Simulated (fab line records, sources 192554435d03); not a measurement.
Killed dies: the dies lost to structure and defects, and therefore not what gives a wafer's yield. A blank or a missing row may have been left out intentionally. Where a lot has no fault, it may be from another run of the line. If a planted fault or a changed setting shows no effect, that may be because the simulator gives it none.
Chamber matching + flow n5-finfet + rie-diel-05 running N5_BEOL_M5_VIA_ETCH_34: 4 sister chambers
The step etches SiCOH lowk in C4F6/O2, target depth 88.3 nm, time 39.2 s. 20 wafers are shown with their chamber, then 10 later ones without.

WAFERS PAIRED WITH THEIR CHAMBERS
| wafer  | chamber | rf-vpp-V (V) | drypump-motor-current-A (A) | throttle-valve-pct (%) |
|--------|---------|--------------|-----------------------------|------------------------|
| L078.1 | 0       | 664          | 6.1                         | 20.47                  |
| L078.2 | 2       | 669          | 5.8                         | 21.04                  |
| L078.5 | 3       | 643          | 5.4                         | 20.99                  |
| L080.4 | 2       | 668          | 5.8                         | 21.06                  |
| L080.5 | 2       | 670          | 5.8                         | 21.06                  |
| L080.6 | 3       | 643          | 5.4                         | 20.99                  |
| L085.3 | 0       | 664          | 6.1                         | 20.52                  |
| L085.5 | 2       | 668          | 5.8                         | 21.05                  |
| L085.6 | 3       | 643          | 5.4                         | 21.00                  |
| L087.1 | 3       | 643          | 5.4                         | 21.00                  |
| L087.2 | 1       | 683          | 5.5                         | 20.49                  |
| L087.5 | 2       | 668          | 5.8                         | 21.08                  |
| L086.2 | 3       | 642          | 5.5                         | 21.01                  |
| L086.3 | 1       | 682          | 5.5                         | 20.48                  |
| L086.6 | 2       | 669          | 5.8                         | 21.06                  |
| L088.1 | 2       | 670          | 5.8                         | 21.06                  |
| L088.5 | 0       | 664          | 6.1                         | 20.50                  |
| L088.6 | 3       | 642          | 5.4                         | 21.01                  |
| L089.1 | 1       | 683          | 5.5                         | 20.50                  |
| L089.2 | 2       | 670          | 5.8                         | 21.09                  |

SIGNATURES (averages over the wafers above)
| reading                 | chamber 0 | chamber 1 | chamber 2 | chamber 3 | scatter within a chamber |
|-------------------------|-----------|-----------|-----------|-----------|--------------------------|
| rf-vpp-V                | 664.00    | 682.67    | 669.00    | 642.67    | 0.707                    |
| drypump-motor-current-A | 6.100     | 5.500     | 5.800     | 5.417     | 0.0228                   |
| throttle-valve-pct      | 20.4967   | 20.4900   | 21.0625   | 21.0000   | 0.015                    |
Rule: for a wafer and a chamber, the distance is found by dividing, reading by reading, the gap between the wafer's reading and the chamber's mean by the reading's scatter, squaring, summing and taking the root. The wafer belongs to the nearest chamber; if the next one is less than 2 further off, it can't be placed. The scatter: the root of (the sum of the squares of (reading less its chamber's mean) over the shown wafers, divided by (wafers less chambers)).

WAFERS MISSING THEIR CHAMBER
| wafer  | rf-vpp-V (V) | drypump-motor-current-A (A) | throttle-valve-pct (%) |
|--------|--------------|-----------------------------|------------------------|
| L089.6 | 669          | 5.7                         | 21.07                  |
| L091.1 | 643          | 5.4                         | 21.02                  |
| L091.4 | 682          | 5.5                         | 20.49                  |
| L091.5 | 666          | 6.1                         | 20.52                  |
| L095.3 | 664          | 6.1                         | 20.55                  |
| L095.5 | 669          | 5.7                         | 21.11                  |
| L095.6 | 641          | 5.4                         | 21.02                  |
| L096.3 | 681          | 5.5                         | 20.51                  |
| L096.4 | 669          | 5.8                         | 21.11                  |
| L096.5 | 668          | 5.8                         | 21.10                  |

CHAMBER TAKEN BY EACH
| wafer  | from the rows above | in truth |
|--------|---------------------|----------|
| L089.6 | 2                   | 2        |
| L091.1 | 3                   | 3        |
| L091.4 | 1                   | 1        |
| L091.5 | 0                   | 0        |
| L095.3 | 0                   | 0        |
| L095.5 | 2                   | 2        |
| L095.6 | 3                   | 3        |
| L096.3 | 1                   | 1        |
| L096.4 | 2                   | 2        |
| L096.5 | 2                   | 2        |
Correct placement for 10 of the 10. Can't be placed from these rows: 0. Number placed wrongly: 0.
